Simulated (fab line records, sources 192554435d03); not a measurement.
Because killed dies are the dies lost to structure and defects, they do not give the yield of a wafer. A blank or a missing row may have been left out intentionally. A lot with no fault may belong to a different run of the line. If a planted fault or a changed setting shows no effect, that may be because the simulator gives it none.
Which tool was responsible? | flow n5Finfet | 24 lots, 72 wafers sampled, at 1 step of a route of 1938

== WHAT THE GAUGES SHOWED, per wafer ==
N5_BEOL_M6_RS_MEAS_57: uses a four-point probe to measure.
lot  | measured     | on           | M6_RS (ohm/sq)
L074 | day 9 02:58  | filmMetro-02 | 0.301 0.295 0.292
L075 | day 9 19:31  | filmMetro-01 | 0.282 0.291 0.298
L076 | day 10 16:52 | filmMetro-01 | 0.271 0.271 0.295
L079 | day 10 18:03 | filmMetro-01 | 0.292 0.287 0.296
L077 | day 10 18:28 | filmMetro-01 | 0.292 0.273 0.298
L078 | day 11 12:30 | filmMetro-02 | 0.272 0.266 0.267
L082 | day 11 20:24 | filmMetro-02 | 0.283 0.286 0.275
L081 | day 11 20:55 | filmMetro-02 | 0.291 0.283 0.296
L080 | day 11 21:34 | filmMetro-01 | 0.279 0.279 0.276
L084 | day 12 05:41 | filmMetro-02 | 0.281 0.288 0.275
L083 | day 12 05:58 | filmMetro-01 | 0.279 0.268 0.280
L087 | day 12 06:46 | filmMetro-01 | 0.279 0.273 0.277
L085 | day 12 11:16 | filmMetro-01 | 0.297 0.280 0.296
L086 | day 12 21:38 | filmMetro-02 | 0.273 0.273 0.280
L088 | day 13 12:35 | filmMetro-02 | 0.288 0.281 0.272
L091 | day 13 19:14 | filmMetro-02 | 0.280 0.305 0.278
L089 | day 13 19:32 | filmMetro-01 | 0.285 0.282 0.282
L092 | day 14 19:47 | filmMetro-02 | 0.296 0.282 0.298
L094 | day 14 20:29 | filmMetro-02 | 0.279 0.292 0.283
L093 | day 15 01:58 | filmMetro-01 | 0.270 0.285 0.284
L090 | day 15 02:29 | filmMetro-01 | 0.272 0.278 0.278
L095 | day 15 02:31 | filmMetro-02 | 0.274 0.280 0.288
L096 | day 15 13:13 | filmMetro-01 | 0.283 0.279 0.293
L097 | day 16 03:52 | filmMetro-01 | 0.282 0.274 0.276

== WHAT TOOL EACH LOT RAN ON (gives the tool, then ch and the chambers of the sampled wafers, and finally the start) ==
No process step before these readings appears in the record.

== WHAT THE TOOLS THEMSELVES READ (means of the sampled wafers that have a number; where no wafer has one, the mark that the record gives instead) ==
The record holds no such reading with a usual standard deviation.

== THE ANSWER, worked out from the rows above alone ==
Rule: the lots themselves supply what counts as usual. The widest of any qualifying gaps counts: lots, ordered by their means at a reading, are off when they make up no more than a third of the lots, leave a main group of 4 or more, and stand apart from it by 3 or more times the standard deviation of that group's means. A main group is skipped when, at the precision printed for the reading in the tables above, its means are all equal. A lot without any number at a reading at which 4 lots or more have one is off too. The other lots that the step has rows for count as sound. After the gauges, taken in route order, come the tools' own readings; for these a lot's mean is taken, as printed above. The first step at which some lot is off is used, and at that step the reading that is off furthest; a lot without a number counts as furthest.
Across all readings shown, no lot is off: no conclusion can be drawn from this.

== WHAT HAD BEEN PUT IN BY THE SIMULATOR ==
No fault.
